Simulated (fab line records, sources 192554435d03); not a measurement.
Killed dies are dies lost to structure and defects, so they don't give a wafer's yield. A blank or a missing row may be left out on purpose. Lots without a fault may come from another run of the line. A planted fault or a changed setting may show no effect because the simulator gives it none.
Chamber matching | flow n5_finfet | N5_BEOL_M4_PECVD_72 on pecvd-01: 3 sister chambers
The step deposits SiO2 from TEOS/O2, target thk 16 nm, time 18 s. 3 wafers are shown with their chamber, then 6 later ones without.

WAFERS WITH THEIR CHAMBER
wafer  | chamber | showerhead_plenum_p_Torr (Torr)
L701.3 | 0       | 8.65
L702.5 | 2       | 8.69
L702.6 | 1       | 8.72

WAFERS WITHOUT THEIR CHAMBER
wafer  | showerhead_plenum_p_Torr (Torr)
L708.1 | 8.66
L708.2 | 8.76
L708.6 | 8.67
L715.2 | 8.66
L715.3 | 8.71
L715.6 | 8.66

WHICH CHAMBER EACH WENT THROUGH
wafer  | from the rows above          | in truth
L708.1 | can't be placed: 0 or 2      | 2
L708.2 | can't be placed: 1 or 2      | 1
L708.6 | can't be placed: 0 or 2 or 1 | 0
L715.2 | can't be placed: 0 or 2      | 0
L715.3 | can't be placed: 1 or 2      | 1
L715.6 | can't be placed: 0 or 2      | 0
Placed correctly: 0 of 6. Can't be placed from these rows: 6 (the true chamber is among the candidates in 6). Placed wrongly: 0.
How it was worked out, from the rows above alone: a wafer's distance from a chamber is the root of the sum, over the readings, of the square of ((its reading less the chamber's mean) divided by the reading's scatter). The wafer belongs to the nearest chamber; if the next one is less than 2 further off, it can't be placed. A chamber's mean is the mean of its shown wafers. The scatter: with one shown wafer a chamber, the root of the mean of the squares of how far each hidden wafer lies from its nearest shown one.
